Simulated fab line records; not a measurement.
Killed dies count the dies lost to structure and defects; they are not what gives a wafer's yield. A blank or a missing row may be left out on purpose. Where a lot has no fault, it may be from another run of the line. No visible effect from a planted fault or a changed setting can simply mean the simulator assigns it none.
fab line records	flow n5-finfet
[record] lots = 6	wafers = 18	last-day = 18
route steps=1938 shown BEOL_M15@1812 PASSIVATION@1936
lots untouched by any fault: they come from a run of this same line in which no faults occurred
start-h: the number of hours between the record's first day and the start of the first shown wafer of the lot	wait-h: time in hours since the lot's previous step	" the same as in the row above	L1.1+2: a row that stands for several wafers	- no value, or no start given	* or withheld: withheld	< > ~ a bound
route shown NAME@n: names a module that has steps shown in the file, with the first one's number in the route	usual: mean and standard deviation over wafers with no fault	same: alike in all rows	chamber/n: place in a boat	sites: readings site by site	_std_site: the values' standard deviation	_edge_site: inner sites' mean taken away from outer sites' mean	radius-mm: for every site, how far away it sits from the centre of the wafer	mask NAME#n: copy n	behind: tool/chamber where the wafer was last shaped	hold: what put the lot on hold/how long, in hours/how the hold closed	device: transistor that didn't switch, given as n, p or np	end of line: the same wafers' tests at the end of the route	a step with no rows: only its recipe	killed: at the first sort, the dies lost to defects and structure; wafer yield is something else	map: a wafer's dies, marking killed ones x, the rest . and places with no die _
set.NAME: the run value of the setting; set.NAME@STEP: its run value at that earlier step	model.NAME: the simulator's own value behind a step, which no gauge read
lots at some steps of the route; a table a step, a row a wafer
services: a tool's chamber out of use, with start hour (start-h, from the record's first day; less than 0 if before it), hours out, and reason
[[steps]]
[step N5_BEOL_M15_STRIP_62]
[recipe] chemistry = O2	power-w = 600	temp-c = 60	pressure-mtorr = 30	rf-frequency-hz = 6e+07	bias-power-w = 0	overash-fraction = 0.3	o2-flow-sccm = 225
[step N5_BEOL_M15_STRIP_37]
[recipe] chemistry = O2	power-w = 600	temp-c = 60	pressure-mtorr = 30	rf-frequency-hz = 6e+07	bias-power-w = 0	overash-fraction = 0.3	o2-flow-sccm = 225
[step N5_BEOL_M15_ETCH_38]
[recipe] chemistry = CF4/N2	target = SiCN	target-depth-a = 1064	taper-deg = 2	time-s = 120.5	ion-energy-ev = 150	mask-material = SiO2	pressure-mtorr = 40	source-w = 430	bias-w = 70	Ar_flow_sccm = 100	cf4-flow-sccm = 60	n2-flow-sccm = 60
[usual] drypump-motor-current-A = 5.9/0.41	oes-product-au = 0.75/0.074	rf-fwd-power-W = 428.4/1.4	rf-vpp-V = 382.4/1.6	showerhead-plenum-p-Torr = 2.21/0.057	throttle-valve-pct = 15.50/0.17
lot.wafer	tool	chamber	start-h	wait-h	drypump-motor-current-A	oes-product-au	rf-fwd-power-W	rf-hours-counter-h	rf-vpp-V	showerhead-plenum-p-Torr	throttle-valve-pct
L340.3	rie-diel-03	1	-	-	6.0	0.83	428.0	72	380.8	2.14	15.30
L340.4	"	0	"	"	6.3	0.71	430.3	-	381.7	2.17	15.58
L340.6	"	1	"	"	6.0	0.84	428.5	-	381.2	2.14	15.30
L341.2	rie-diel-04	1	-	-	6.2	0.73	431.6	185	383.6	2.19	15.70
L341.5	"	0	"	"	5.4	0.81	427.9	-	385.2	2.31	15.28
L341.6	"	3	"	"	6.6	0.68	429.1	-	381.1	2.19	15.48
L342.2	rie-diel-03	2	-	-	5.5	0.72	429.8	220	380.7	2.18	15.38
L342.4	"	0	"	"	6.3	0.71	427.8	243	382.4	2.17	15.60
L342.5	"	3	"	"	5.6	0.67	428.5	-	383.5	2.17	15.68
L343.2	rie-diel-04	1	-	-	6.2	0.72	429.1	191	380.9	2.19	15.70
L343.5	"	1	"	"	6.2	0.72	426.8	-	382.9	2.19	15.70
L343.6	"	0	"	"	5.4	0.80	428.7	-	383.8	2.31	15.29
L347.2	rie-diel-05	1	-	-	5.8	0.70	428.5	218	383.4	2.27	15.61
L347.4	"	3	"	"	5.7	0.80	428.1	104	384.7	2.31	15.50
L347.6	"	0	"	"	5.2	0.75	429.0	-	382.0	2.21	15.69
L355.2	rie-diel-04	3	-	-	6.4	0.66	426.0	238	381.4	2.18	15.54
L355.3	"	1	"	"	6.1	0.70	427.5	216	381.4	2.18	15.75
L355.4	"	0	"	"	5.4	0.77	426.7	131	383.2	2.30	15.32
[step N5_BEOL_M15_PRECLEAN_39]
[recipe] chemistry = residue-remover	time-s = 60	temp-c = 40
[step N5_BEOL_M15_SRD_40]
[recipe] time-s = 30	temp-c = 23	rinse-liquid = diw	dry = n2-spin	spin-rpm = 1500	dry-time-s = 30
[step N5_BEOL_M15_DEGAS_41]
[recipe] ambient = vacuum	temp-c = 300	time-s = 60
[usual] heater-power-w = 470/47
lot.wafer	tool	chamber	start-h	wait-h	heater-power-w
L340.3	pvd-sputter-02	-	313.13	0.4	495
L340.4	"	-	"	"	477
L340.6	"	-	"	"	481
L341.2	pvd-sputter-01	-	317.37	0.4	429
L341.5	"	-	"	"	427
L341.6	"	-	"	"	394
L342.2	pvd-sputter-01	-	321.27	0.9	402
L342.4	"	-	"	"	420
L342.5	"	-	"	"	409
L343.2	pvd-sputter-03	-	337.42	0.5	544
L343.5	"	-	"	"	502
L343.6	"	-	"	"	387
L347.2	pvd-sputter-02	-	351.69	0.4	477
L347.4	"	-	"	"	480
L347.6	"	-	"	"	488
L355.2	pvd-sputter-01	-	412.78	0.4	416
L355.3	"	-	"	"	406
L355.4	"	-	"	"	430
[step N5_BEOL_M15_PRE_CLEAN_42]
[recipe] gas = H2/He	time-s = 30	temp-c = 300
[step N5_BEOL_M15_SPUTTER_43]
[recipe] material = TaN	target-thk-a = 150	temp-c = 50	bias-v = 168.6	power-w = 15000	chamber-pressure-pa = 0.12	time-s = 24.19
[usual] chamber-pressure-pa = 0.12002/0.00025	throttle-valve-pct = 29.5/0.95
lot.wafer	tool	chamber	start-h	wait-h	chamber-pressure-pa	throttle-valve-pct
L340.3	pvd-sputter-02	-	313.21	0.0	0.11973	30.0
L340.4	"	-	"	"	0.12037	29.6
L340.6	"	-	"	"	0.12	27.8
L341.2	pvd-sputter-01	-	317.45	0.0	0.12007	30.3
L341.5	"	-	"	"	0.12001	30.2
L341.6	"	-	"	"	0.12029	28.6
L342.2	pvd-sputter-01	-	321.35	0.0	0.1201	28.5
L342.4	"	-	"	"	0.11976	30.1
L342.5	"	-	"	"	0.11994	28.3
L343.2	pvd-sputter-03	-	337.50	0.0	0.11983	29.3
L343.5	"	-	"	"	0.11998	29.5
L343.6	"	-	"	"	0.11985	29.7
L347.2	pvd-sputter-02	-	351.77	0.0	0.12035	30.0
L347.4	"	-	"	"	0.11991	30.2
L347.6	"	-	"	"	0.12018	30.1
L355.2	pvd-sputter-01	-	412.86	0.0	0.12018	30.5
L355.3	"	-	"	"	0.11952	28.5
L355.4	"	-	"	"	0.12047	30.0
[step N5_BEOL_M15_SPUTTER_44]
[recipe] material = Ta	target-thk-a = 150	temp-c = 50	bias-v = 80	power-w = 15000	chamber-pressure-pa = 0.07	time-s = 24.19
[usual] chamber-pressure-pa = 0.07002/0.00015	throttle-valve-pct = 29.5/0.96
lot.wafer	tool	chamber	start-h	wait-h	chamber-pressure-pa	throttle-valve-pct
L340.3	pvd-sputter-02	-	313.29	0.0	0.07006	29.9
L340.4	"	-	"	"	0.07003	30.0
L340.6	"	-	"	"	0.07001	27.8
L341.2	pvd-sputter-01	-	317.53	0.0	0.07025	30.2
L341.5	"	-	"	"	0.07006	29.9
L341.6	"	-	"	"	0.06976	28.8
L342.2	pvd-sputter-01	-	321.43	0.0	0.07008	28.8
L342.4	"	-	"	"	0.07014	30.1
L342.5	"	-	"	"	0.07009	28.6
L343.2	pvd-sputter-03	-	337.58	0.0	0.06985	29.3
L343.5	"	-	"	"	0.0702	29.2
L343.6	"	-	"	"	0.0701	29.8
L347.2	pvd-sputter-02	-	351.85	0.0	0.07009	29.8
L347.4	"	-	"	"	0.07026	30.0
L347.6	"	-	"	"	0.07027	30.0
L355.2	pvd-sputter-01	-	412.94	0.0	0.07024	30.2
L355.3	"	-	"	"	0.0699	28.5
L355.4	"	-	"	"	0.06987	30.0
[step N5_BEOL_M15_SPUTTER_45]
[recipe] material = Cu	target-thk-a = 1000	temp-c = -20	bias-v = 60	power-w = 26000	chamber-pressure-pa = 0.13	time-s = 16.67
[step N5_BEOL_M15_ECD_47]
[recipe] material = Cu	target-thk-a = 18600
[step N5_BEOL_M15_ANNEAL_48]
[recipe] temp-c = 225	time-s = 90	ambient = N2
[usual] wafer_temp_C_max = 226.10/0.25
lot.wafer	tool	chamber	start-h	wait-h	wafer_temp_C_max
L340.3	rtp-anneal-02	0	313.95	0.3	226.21
L340.4	"	0	"	"	225.94
L340.6	"	0	"	"	226.00
L341.2	rtp-anneal-01	0	318.01	0.2	225.79
L341.5	"	0	"	"	226.09
L341.6	"	0	"	"	226.16
L342.2	rtp-anneal-02	0	321.91	0.2	225.66
L342.4	"	0	"	"	226.26
L342.5	"	0	"	"	226.06
L343.2	rtp-anneal-02	0	338.07	0.2	225.69
L343.5	"	0	"	"	226.35
L343.6	"	0	"	"	225.75
L347.2	rtp-anneal-02	0	352.71	0.6	226.24
L347.4	"	0	"	"	226.03
L347.6	"	0	"	"	226.33
L355.2	rtp-anneal-01	0	413.43	0.2	226.49
L355.3	"	0	"	"	226.72
L355.4	"	0	"	"	226.21
[step N5_BEOL_M15_CMP_49]
[recipe] stop-on = SiO2	t-overpolish-s = 4.9	down-force-psi = 2	platen-rpm = 80	clearing-platen-down-force-psi = 2	clearing-platen-rpm = 80	post-cmp-clean = cu-alkaline	target-thk-nm = 850	clearing-platen-pad-velocity-m-s = 1.5917	pad-velocity-m-s = 1.5917
[usual] barrier-field-endpoint-s = 11.28/0.25	clearing-platen-down-force-psi = 2.000/0.0041	edge-zone-pressure-frac = 0.999/0.0051	motor-current-A = 8.3/0.68	overpolish-run-s = 4.900/0.0086	slurry-flow-ml-min = 150.0/0.45
lot.wafer	tool	chamber	start-h	wait-h	barrier-field-endpoint-s	clearing-platen-down-force-psi	edge-zone-pressure-frac	motor-current-A	overpolish-run-s	slurry-flow-ml-min
L340.3	cmp-03	1	314.19	0.2	11.26	2.008	0.995	8.9	4.896	150.5
L340.4	"	3	"	"	11.24	2.001	0.996	9.1	4.904	149.2
L340.6	"	0	"	"	11.28	2.003	0.996	7.8	4.896	149.4
L341.2	cmp-03	0	318.27	0.2	11.21	2.007	0.994	7.5	4.904	149.8
L341.6	"	0	"	"	11.07	2.003	1.000	7.8	4.913	149.8
L341.5	"	1	"	"	11.26	1.998	1.000	9.1	4.902	149.2
L342.4	cmp-03	2	322.17	0.1	11.35	1.996	0.998	7.7	4.901	149.6
L342.2	"	0	"	"	6.21	1.992	1.006	7.8	4.914	149.9
L342.5	"	2	"	"	11.24	1.997	0.999	7.6	4.910	150.5
L343.2	cmp-03	3	338.32	0.2	5.91	1.993	1.005	9.2	4.907	150.6
L343.6	"	3	"	"	5.87	2.001	1.001	9.2	4.894	150.7
L343.5	"	0	"	"	10.78	2.009	0.997	8.0	4.901	150.2
L347.4	cmp-02	3	352.97	0.1	11.58	2.001	0.994	9.9	4.902	150.6
L347.2	"	2	"	"	11.58	2.000	0.997	6.9	4.890	150.6
L347.6	"	0	"	"	11.36	1.998	1.005	8.7	4.899	149.4
L355.2	cmp-01	2	413.73	0.3	10.89	2.000	0.989	8.8	4.901	149.1
L355.3	"	3	"	"	11.16	1.999	1.007	8.3	4.896	149.8
L355.4	"	0	"	"	10.92	2.004	1.000	8.7	4.904	150.9
[step N5_PASSIVATION_PROBE_49]
[usual] defect-limited-yield = 90.9/1.3	killed_at_M0_to_M3 = 35/10	killed_at_M4_up = 15/5.7	killed-at-contacts = 14/6.4	killed-at-front-end = 40/11	killed-at-other = 4/3.1	killed-dies = 108/16	killed-open = 71/11	killed-short = 34/7.7	sort_bin_5_function = 5.4/0.9	sort_bin_6_memory = 3.4/0.61	sort-n-pass = 1072/16	sort-yield-pct = 90.9/1.3
[same] gross-dies = 1180	killed-at-back-side = 0	sort_bin_4_leakage[%] = 0	sort_bin_8_speed[%] = 0
lot.wafer	tool	chamber	start-h	wait-h	defect-limited-yield[%]	killed_at_M0_to_M3	killed_at_M4_up	killed-at-contacts	killed-at-front-end	killed-at-other	killed-dies	killed-open	killed-short	sort_bin_5_function[%]	sort_bin_6_memory[%]	sort-n-pass	sort-yield-pct[%]
L342.2	prober-02	-	337.91	0.1	91.9	39	5	15	34	2	95	68	25	5.0	2.6	1085	91.9
L342.4	prober-02	-	338.01	0.2	88.1	66	20	22	29	3	140	90	50	7.7	3.6	1040	88.1
L342.5	prober-02	-	338.06	0.2	91.7	29	16	11	37	5	98	65	30	5.3	2.8	1082	91.7
L343.5	prober-02	-	355.08	0.2	91.1	32	10	8	52	3	105	68	36	4.7	3.6	1075	91.1
L343.6	prober-02	-	355.13	0.3	91.6	29	4	8	52	6	99	60	36	4.9	3.0	1081	91.6
// killed by level:class
L342.2 MOL_CONTACT_COAG:geometric-particle:open=14 STI_FIN_REVEAL:geometric-particle:open=12 BEOL_M0_SAQP:geometric-particle:open=9 BEOL_M0_SAQP:geometric-particle:short=7 BEOL_M3:geometric-particle:open=7 BEOL_M2:geometric-particle:open=6 FIN_SAQP:geometric-particle:open=5 FIN_SAQP:geometric-particle:short=3
L342.4 BEOL_M0_SAQP:geometric-particle:short=22 BEOL_M0_SAQP:geometric-particle:open=19 MOL_CONTACT_COAG:geometric-particle:open=17 BEOL_M3:geometric-particle:open=9 STI_FIN_REVEAL:geometric-particle:open=8 BEOL_M2:geometric-particle:open=7 BEOL_M4:geometric-particle:open=7 FIN_SAQP:geometric-particle:open=5
L342.5 STI_FIN_REVEAL:geometric-particle:open=11 MOL_CONTACT_COAG:geometric-particle:open=10 FIN_SAQP:geometric-particle:short=7 BEOL_M4:geometric-particle:open=7 BEOL_M0_SAQP:geometric-particle:short=6 BEOL_M0_SAQP:geometric-particle:open=6 BEOL_M2:geometric-particle:open=5 FIN_SAQP:geometric-particle:open=4
L343.5 FIN_SAQP:geometric-particle:short=12 FIN_SAQP:geometric-particle:open=10 GATE_CUT:geometric-particle:open=9 MOL_CONTACT_COAG:geometric-particle:open=8 BEOL_M2:geometric-particle:open=6 STI_FIN_REVEAL:geometric-particle:open=5 BEOL_M0_SAQP:geometric-particle:short=5 BEOL_M0:geometric-particle:open=5
L343.6 FIN_SAQP:geometric-particle:short=16 FIN_SAQP:geometric-particle:open=9 MOL_CONTACT_COAG:geometric-particle:open=8 BEOL_M2:geometric-particle:open=7 BEOL_M3:geometric-particle:open=7 STARTING-WAFER:geometric-particle:short=5 STI_FIN_REVEAL:geometric-particle:open=4 GATE_CUT:geometric-particle:open=4
[[services]]
tool	chamber	start-h	hours	kind
rie-diel-04	0	290.08	9.8	repair
cmp-03	-	299.39	2.2	repair
rie-diel-03	3	308.45	5.8	repair
cmp-03	-	328.65	4.0	pm
rie-diel-05	2	328.85	3.0	repair
cmp-03	-	332.65	-	consumable-replace:conditioner
cmp-03	-	332.65	-	consumable-replace:pad
cmp-02	-	337.23	1.5	repair
rie-diel-05	1	340.18	4.2	repair
cmp-03	-	343.66	1.3	repair
cmp-02	-	350.18	0.4	repair
cmp-01	-	350.53	0.4	repair
rie-diel-03	0	355.67	52.1	repair
cmp-03	-	362.85	0.3	repair
cmp-03	-	368.23	6.7	repair
cmp-02	-	372.34	0.5	repair
cmp-02	-	385.86	4.0	pm
cmp-01	-	388.20	2.8	pm
pvd-sputter-02	-	391.44	2.1	repair
cmp-03	-	394.22	0.2	repair
cmp-03	-	395.98	0.3	repair
cmp-02	-	407.08	1.2	repair
cmp-02	-	409.63	0.4	repair
cmp-03	-	411.63	31.5	repair
[[key]]
[first-sign] step = N5_BEOL_M15_CMP_49	reading = barrier-field-endpoint-s	direction = down	sigmas = 21	usual = 11.28	struck = 6.00
effect none on later readings
met-at N5_BEOL_M15_CMP_49
struck-wafers L342.2,L343.2,L343.6
onset-between 318.27 322.17
[fault] kind = process-parameter-drift	tool = cmp-03	chamber = -	onset-h = 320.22	steps = N5_BEOL_M15_CMP_49	channel = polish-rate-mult	offset = 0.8	shape = step	end-h = 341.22	scope = struck-wafers-only
